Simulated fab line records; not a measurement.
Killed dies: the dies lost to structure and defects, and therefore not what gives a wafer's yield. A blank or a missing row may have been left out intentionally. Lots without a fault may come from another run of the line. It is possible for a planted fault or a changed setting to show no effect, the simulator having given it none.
Chamber matching -- flow nand-harc -- rie-diel-04 running NHARC_A_STAIRCASE_DESCUM_219: 4 sister chambers
The step chemistry O2, time 3 s. 4 wafers are shown with their chamber, then 8 later ones without.

== WAFERS PAIRED WITH THEIR CHAMBERS ==
wafer,chamber,showerhead-plenum-p-Torr (Torr)
L078.4,3,1.83
L088.2,0,1.91
L087.5,1,1.91
L090.1,2,1.89

== WAFERS MISSING THEIR CHAMBER ==
wafer,showerhead-plenum-p-Torr (Torr)
L090.3,1.91
L090.6,1.89
L093.1,1.82
L093.3,1.88
L093.6,1.90
L095.1,1.90
L095.2,1.88
L095.4,1.91

== WHICH CHAMBER EACH WENT THROUGH ==
wafer,from the rows above,in truth
L090.3,can't be placed: 0 or 1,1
L090.6,2,2
L093.1,3,3
L093.3,2,2
L093.6,can't be placed: 0 or 1 or 2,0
L095.1,can't be placed: 0 or 1 or 2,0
L095.2,2,2
L095.4,can't be placed: 0 or 1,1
Correct placement for 4 of the 8. Cannot be placed on the basis of these rows: 4; the candidates contain the true chamber in 4. Number placed wrongly: 0.
How it was worked out, from the rows above alone: a wafer's distance from a chamber is the root of the sum, over the readings, of the square of ((its reading less the chamber's mean) divided by the reading's scatter). The wafer belongs to the nearest chamber; if the next one is less than 2 further off, it can't be placed. The mean given for a chamber averages the wafers shown for that chamber. The scatter (one wafer shown for each chamber): square how far every hidden wafer sits from the nearest shown wafer, average those squares and take the square root.
